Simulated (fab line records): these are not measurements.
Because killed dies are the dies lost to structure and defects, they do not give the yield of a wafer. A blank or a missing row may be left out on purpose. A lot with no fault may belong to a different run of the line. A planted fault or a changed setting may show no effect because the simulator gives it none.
fab line records	flow n5_finfet
record lots=12	wafers=34	last_day=19
route steps=1938 shown PMOS_HMC_CHANNEL_EPI@72 PAD_METAL@1893 PASSIVATION@1928
lots that met no fault: taken from a fault-free run of the same line
start_h: hours from the record's opening day to when the first of the lot's shown wafers began	wait_h: hours since the lot's step before	" repeats the value in the row above	L1.1+2: several wafers, shown together as one row	- no value, or no start given	* or withheld: withheld	< > ~ a bound
route shown NAME@n: NAME is a module with steps in the file, n the number in the route of the first one	usual: mean and standard deviation over wafers with no fault	same: alike in all rows	chamber/n: place in a boat	sites: per-site readings	_std_site: the values' standard deviation	_edge_site: outer sites' mean less inner sites'	radius_mm: how far each site lies from the wafer's centre	mask NAME#n: copy n	behind: the tool/chamber that last shaped the wafer	hold: the reason the lot was held/the length of the hold in hours/how it ended	device: whichever transistor did not switch (one of n, p or np)	end of line: the route-end tests of the same wafers	where a step has no rows: the recipe by itself	killed: the dies lost at the first sort to structure and to defects; this is not the yield of the wafer	map: a wafer's dies, marking killed ones x, the rest . and places with no die _
set.NAME: the setting that was run; set.NAME@STEP: the one run at that earlier step	model.NAME: the simulator's own value behind a step, which no gauge read
the route's steps for a sample of lots (tables are steps, rows are wafers)
services: a tool's chamber out of use, with start hour (start_h, from the record's first day; less than 0 if before it), hours out, and reason
## steps
# step N5_PMOS_HMC_CHANNEL_EPI_STRIP_17
# recipe chemistry=SPM	time_s=750	temp_c=130	h2so4_h2o2_vol_ratio=4	dry=ipa_marangoni
# usual temp_c=130.00/0.14
lot.wafer	tool	chamber	start_h	wait_h	temp_c
L205.2	wet_bench-01	1	18.01	-	130.07
L205.3	"	2	"	"	129.79
L205.5	"	5	"	"	129.88
L206.1	wet_bench-04	6	25.49	-	129.88
L206.2	"	5	"	"	130.13
L206.6	"	7	"	"	129.90
L207.3	wet_bench-04	4	29.16	-	130.05
L207.6	"	2	"	"	130.12
L209.3	wet_bench-04	4	41.76	-	130.02
L209.5	"	6	"	"	130.11
L210.1	wet_bench-01	2	47.88	-	130.12
L210.4	"	5	"	"	130.08
L210.6	"	6	"	"	129.97
L211.2	wet_bench-05	2	54.13	-	129.71
L211.5	"	7	"	"	129.81
L211.6	"	6	"	"	129.94
L212.1	wet_bench-01	4	60.14	-	130.16
L212.3	"	1	"	"	129.96
L212.6	"	6	"	"	130.37
L214.1	wet_bench-01	7	72.42	-	129.87
L214.4	"	1	"	"	129.85
L214.5	"	4	"	"	130.01
L217.1	wet_bench-01	6	89.80	-	129.71
L217.2	"	7	"	"	130.18
L217.4	"	5	"	"	130.20
L220.1	wet_bench-01	5	107.92	-	130.19
L220.3	"	6	"	"	129.93
L220.4	"	7	"	"	130.29
L221.4	wet_bench-05	4	113.82	-	129.95
L221.5	"	1	"	"	130.07
L221.6	"	5	"	"	129.84
L227.1	wet_bench-05	2	149.47	-	129.82
L227.5	"	5	"	"	130.00
L227.6	"	7	"	"	129.86
# step N5_PASSIVATION_DEGAS_18
# recipe ambient=vacuum	temp_c=300	time_s=60
# usual heater_power_w=453/42
lot.wafer	tool	chamber	start_h	wait_h	heater_power_w
L206.1	pvd_sputter-01	-	285.57	0.4	393
L206.2	"	-	"	"	432
L206.6	"	-	"	"	381
L205.2	pvd_sputter-01	-	298.26	0.0	426
L205.3	"	-	"	"	489
L205.5	"	-	"	"	490
L207.3	pvd_sputter-01	-	301.90	0.3	423
L207.6	"	-	"	"	419
L211.2	pvd_sputter-03	-	314.09	0.1	395
L211.5	"	-	"	"	476
L211.6	"	-	"	"	394
L209.3	pvd_sputter-01	-	314.16	0.0	432
L209.5	"	-	"	"	385
L210.1	pvd_sputter-01	-	333.32	0.0	385
L210.4	"	-	"	"	475
L210.6	"	-	"	"	475
L212.1	pvd_sputter-02	-	338.89	2.4	443
L212.3	"	-	"	"	436
L212.6	"	-	"	"	529
L214.1	pvd_sputter-01	-	357.32	0.1	455
L214.4	"	-	"	"	501
L214.5	"	-	"	"	486
L217.1	pvd_sputter-03	-	370.87	0.4	492
L217.2	"	-	"	"	492
L217.4	"	-	"	"	400
L220.1	pvd_sputter-02	-	396.57	0.3	445
L220.3	"	-	"	"	428
L220.4	"	-	"	"	523
L221.4	pvd_sputter-03	-	414.78	0.3	484
L221.5	"	-	"	"	402
L221.6	"	-	"	"	443
L227.1	pvd_sputter-03	-	438.98	0.1	413
L227.5	"	-	"	"	398
L227.6	"	-	"	"	435
# step N5_PASSIVATION_SPUTTER_20
# recipe material=TaN	target_thk_a=500	temp_c=25	chamber_pressure_pa=0.4
# usual substrate_temp_c=24.99/0.097	throttle_valve_pct=30.4/1.4
lot.wafer	tool	chamber	start_h	wait_h	substrate_temp_c	throttle_valve_pct
L206.1	pvd_sputter-01	-	285.65	0.0	25.12	31.4
L206.2	"	-	"	"	24.88	29.7
L206.6	"	-	"	"	25.14	31.4
L205.2	pvd_sputter-01	-	298.34	0.0	25.00	29.7
L205.3	"	-	"	"	24.93	30.3
L205.5	"	-	"	"	24.98	30.6
L207.3	pvd_sputter-01	-	301.98	0.0	24.90	29.7
L207.6	"	-	"	"	24.94	29.8
L211.2	pvd_sputter-03	-	314.17	0.0	24.93	29.1
L211.5	"	-	"	"	24.87	29.5
L211.6	"	-	"	"	25.13	28.7
L209.3	pvd_sputter-01	-	314.24	0.0	24.87	29.5
L209.5	"	-	"	"	25.02	31.8
L210.1	pvd_sputter-01	-	333.40	0.0	25.07	31.4
L210.4	"	-	"	"	25.01	33.0
L210.6	"	-	"	"	25.08	33.0
L212.1	pvd_sputter-02	-	338.97	0.0	24.83	29.9
L212.3	"	-	"	"	25.24	29.7
L212.6	"	-	"	"	24.97	28.5
L214.1	pvd_sputter-01	-	357.40	0.0	25.03	32.8
L214.4	"	-	"	"	24.92	30.6
L214.5	"	-	"	"	24.91	30.7
L217.1	pvd_sputter-03	-	370.95	0.0	25.01	30.1
L217.2	"	-	"	"	25.11	29.1
L217.4	"	-	"	"	24.94	29.0
L220.1	pvd_sputter-02	-	396.65	0.0	25.13	29.7
L220.3	"	-	"	"	25.03	29.3
L220.4	"	-	"	"	24.95	28.4
L221.4	pvd_sputter-03	-	414.86	0.0	25.10	30.2
L221.5	"	-	"	"	25.05	29.2
L221.6	"	-	"	"	24.83	30.9
L227.1	pvd_sputter-03	-	439.06	0.0	25.04	29.3
L227.5	"	-	"	"	24.92	28.9
L227.6	"	-	"	"	25.02	31.1
# step N5_PASSIVATION_DESCUM_46
# recipe chemistry=O2	time_s=7.9	source_power_w=50	bias_power_w=20	pressure_mtorr=20	rf_frequency_hz=2.712e+07	temp_c=40	o2_flow_sccm=225
# usual drypump_motor_current_A=5.5/0.39	oes_product_au=0.79/0.049	rf_vpp_V=243.2/1.5	showerhead_plenum_p_Torr=2.10/0.08	temp_c=40.00/0.11	throttle_valve_pct=20.43/0.16
lot.wafer	tool	chamber	start_h	wait_h	drypump_motor_current_A	oes_product_au	rf_hours_counter_h	rf_vpp_V	showerhead_plenum_p_Torr	temp_c	throttle_valve_pct
L206.1	rie_diel-04	2	288.20	0.0	5.5	0.79	127	243.4	2.09	40.19	20.16
L206.2	"	3	"	"	5.9	0.87	43	244.4	2.21	39.92	20.45
L206.6	"	0	"	"	5.1	0.89	-	242.5	2.07	40.14	20.55
L205.2	rie_diel-03	3	301.65	0.2	5.5	0.75	127	244.4	2.19	39.93	20.27
L205.3	"	2	"	"	5.5	0.71	161	241.7	2.00	39.88	20.57
L205.5	"	0	"	"	5.4	0.73	-	239.5	2.02	40.12	20.62
L207.3	rie_diel-04	2	304.75	0.2	5.4	0.78	132	243.8	2.09	39.91	20.16
L207.6	"	2	"	"	5.4	0.77	-	241.8	2.09	39.97	20.16
L211.2	rie_diel-03	3	316.96	0.0	5.5	0.77	130	246.0	2.18	40.02	20.27
L211.5	"	0	"	"	5.3	0.73	-	241.5	2.02	40.08	20.64
L211.6	"	1	"	"	5.3	0.83	-	244.6	2.23	39.87	20.28
L209.3	rie_diel-04	0	317.30	0.2	5.1	0.86	31	242.0	2.06	40.25	20.56
L209.5	"	1	"	"	6.5	0.82	-	241.6	2.02	39.89	20.70
L210.1	rie_diel-01	1	336.42	0.2	5.2	0.84	56	243.6	2.13	39.90	20.28
L210.4	"	3	"	"	4.9	0.83	87	244.2	2.12	40.13	20.30
L210.6	"	0	"	"	5.5	0.82	-	241.5	2.03	39.84	20.38
L212.1	rie_diel-03	2	341.86	0.0	5.5	0.71	175	241.3	1.99	39.96	20.58
L212.3	"	1	"	"	5.3	0.82	90	244.4	2.23	39.99	20.29
L212.6	"	3	"	"	5.5	0.75	-	244.8	2.18	39.82	20.29
L214.1	rie_diel-03	0	359.81	0.0	5.3	0.71	191	241.4	2.01	39.70	20.65
L214.4	"	2	"	"	5.5	0.71	181	244.3	1.99	40.17	20.59
L214.5	"	2	"	"	5.5	0.71	-	241.0	1.99	40.04	20.58
L217.1	rie_diel-01	2	373.50	0.0	5.9	0.87	50	243.7	2.21	39.97	20.37
L217.2	"	0	"	"	5.5	0.80	83	242.5	2.03	39.99	20.40
L217.4	"	3	"	"	4.9	0.81	100	244.2	2.11	40.01	20.30
L220.1	rie_diel-01	0	399.30	0.0	5.5	0.78	95	242.9	2.02	39.91	20.42
L220.3	"	1	"	"	5.2	0.81	80	244.1	2.12	40.04	20.34
L220.4	"	1	"	"	5.2	0.80	-	242.9	2.12	40.11	20.35
L221.4	rie_diel-04	2	417.38	0.0	5.4	0.75	161	243.4	2.08	40.04	20.20
L221.5	"	2	"	"	5.4	0.75	-	242.6	2.08	39.95	20.21
L221.6	"	1	"	"	6.5	0.79	-	240.7	2.01	40.02	20.76
L227.1	rie_diel-01	3	441.87	0.0	5.0	0.79	120	243.9	2.11	39.96	20.35
L227.5	"	0	"	"	5.5	0.77	-	241.9	2.02	39.92	20.44
L227.6	"	3	"	"	5.0	0.78	-	241.5	2.11	40.13	20.34
# step N5_PASSIVATION_PROBE_49
# usual defect_limited_yield=91.0/1.5	killed_at_M0_to_M3=35/11	killed_at_M4_up=13/5	killed_at_contacts=12/5.9	killed_at_front_end=42/13	killed_at_other=3/3.2	killed_dies=106/18	killed_on_rim=14/4.2	killed_open=69/13	killed_short=35/8.9	sort_bin_5_function=5.2/0.95	sort_bin_6_memory=3.3/0.71	sort_n_pass=1074/18	sort_yield_pct=91.0/1.5
# same gross_dies=1180	killed_at_back_side=0	sort_bin_4_leakage[%]=0	sort_bin_8_speed[%]=0
lot.wafer	tool	chamber	start_h	wait_h	defect_limited_yield[%]	killed_at_M0_to_M3	killed_at_M4_up	killed_at_contacts	killed_at_front_end	killed_at_other	killed_dies	killed_on_rim	killed_open	killed_short	sort_bin_5_function[%]	sort_bin_6_memory[%]	sort_n_pass	sort_yield_pct[%]
L217.1	prober-02	-	377.11	0.1	83.9	26	19	9	130	6	190	28	66	31	10.3	4.5	990	83.9
L217.2	prober-02	-	377.16	0.2	85.4	34	11	22	94	11	172	31	76	40	9.1	4.3	1008	85.4
L217.4	prober-02	-	377.26	0.3	85.3	28	23	14	106	3	174	31	68	38	9.2	4.5	1006	85.3
L220.1	prober-02	-	402.34	0.0	85.2	22	6	20	123	4	175	37	82	25	9.6	3.4	1005	85.2
L220.3	prober-02	-	402.44	0.1	84.7	28	9	8	127	9	181	26	50	31	9.6	3.9	999	84.7
L220.4	prober-02	-	402.49	0.2	87.3	34	6	17	91	2	150	28	60	28	7.1	4.2	1030	87.3
# killed by level:class
L217.1 PMOS_HMC_CHANNEL_EPI:unspecified=92 STI_FIN_REVEAL:geometric_particle:open=13 MOL_CONTACT_COAG:geometric_particle:open=9 BEOL_M0_SAQP:geometric_particle:open=8 BEOL_M0_SAQP:geometric_particle:short=7 FIN_SAQP:geometric_particle:short=5 FIN_SAQP:geometric_particle:open=5 GATE_CUT:geometric_particle:short=5
L217.2 PMOS_HMC_CHANNEL_EPI:unspecified=55 MOL_CONTACT_COAG:geometric_particle:open=16 STI_FIN_REVEAL:geometric_particle:open=11 BEOL_M0_SAQP:geometric_particle:short=9 GATE_CUT:geometric_particle:short=8 BEOL_M0_SAQP:geometric_particle:open=8 MOL_CONTACT_COAG:geometric_particle:short=6 BEOL_M4:geometric_particle:open=6
L217.4 PMOS_HMC_CHANNEL_EPI:unspecified=67 BEOL_M4:geometric_particle:open=10 STI_FIN_REVEAL:geometric_particle:open=8 MOL_CONTACT_COAG:geometric_particle:open=8 BEOL_M2:geometric_particle:open=8 GATE_CUT:geometric_particle:short=7 FIN_SAQP:geometric_particle:short=6 MOL_CONTACT_COAG:geometric_particle:short=6
L220.1 PMOS_HMC_CHANNEL_EPI:unspecified=67 FIN_SAQP:geometric_particle:open=18 MOL_CONTACT_COAG:geometric_particle:open=18 FIN_SAQP:geometric_particle:short=11 DUMMY_GATE:geometric_particle:open=10 BEOL_M0_SAQP:geometric_particle:open=7 STI_FIN_REVEAL:geometric_particle:open=6 BEOL_M2:geometric_particle:open=6
L220.3 PMOS_HMC_CHANNEL_EPI:unspecified=92 BEOL_M3:geometric_particle:open=10 FIN_SAQP:geometric_particle:open=9 FIN_SAQP:geometric_particle:short=7 MOL_CONTACT_COAG:geometric_particle:open=5 BEOL_M1:geometric_particle:open=5 BEOL_M0_SAQP:geometric_particle:short=4 STARTING-WAFER:geometric_particle:short=4
L220.4 PMOS_HMC_CHANNEL_EPI:unspecified=61 MOL_CONTACT_COAG:geometric_particle:open=12 DUMMY_GATE:geometric_particle:open=7 BEOL_M2:geometric_particle:open=7 STI_FIN_REVEAL:geometric_particle:open=6 BEOL_M3:geometric_particle:open=6 MOL_CONTACT_COAG:geometric_particle:short=5 BEOL_M0_SAQP:geometric_particle:open=5
## services
tool	chamber	start_h	hours	kind
rie_diel-03	2	3.23	6.0	repair
rie_diel-01	-	7.89	15.6	pm
rie_diel-01	3	32.21	1.2	repair
rie_diel-01	1	44.79	3.1	repair
pvd_sputter-02	-	66.26	4.4	repair
rie_diel-01	2	88.49	2.0	repair
pvd_sputter-02	-	111.05	11.4	repair
rie_diel-03	-	111.08	2.8	pm
pvd_sputter-01	-	117.23	4.4	repair
pvd_sputter-01	-	123.44	20.3	repair
pvd_sputter-02	-	125.09	1.1	repair
wet_bench-01	-	137.99	5.8	repair
rie_diel-03	0	149.41	9.5	repair
pvd_sputter-03	-	157.03	5.4	repair
wet_bench-01	-	164.20	4.6	repair
rie_diel-01	3	183.63	4.1	repair
pvd_sputter-02	-	229.10	4.9	repair
wet_bench-01	-	240.08	2.3	repair
rie_diel-01	2	246.55	8.5	repair
pvd_sputter-01	-	264.67	2.1	repair
rie_diel-01	1	287.24	4.2	repair
rie_diel-03	3	307.29	5.7	repair
rie_diel-03	1	365.16	4.2	repair
wet_bench-01	-	441.22	2.0	repair
## key
first_sign step=N5_PASSIVATION_PROBE_49	reading=killed_at_front_end	direction=up	sigmas=5.5	usual=42	struck=112
effect step=N5_PASSIVATION_PROBE_49	reading=defect_limited_yield	direction=down	sigmas=3.8	usual=91.0	struck=85.3
more_kills_born_at N5_PMOS_HMC_CHANNEL_EPI_STRIP_17@wet_bench-01=434
met_at N5_PMOS_HMC_CHANNEL_EPI_STRIP_17
struck_lots L217,L220
not_acting_at N5_PASSIVATION_DEGAS_18,N5_PASSIVATION_SPUTTER_20,N5_PASSIVATION_DESCUM_46
onset_between 72.42 89.80
fault kind=chamber_particle_source	tool=wet_bench-01	chamber=-	onset_h=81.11	steps=N5_PMOS_HMC_CHANNEL_EPI_STRIP_17	rate_per_visit_cm2=0.48697	end_h=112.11
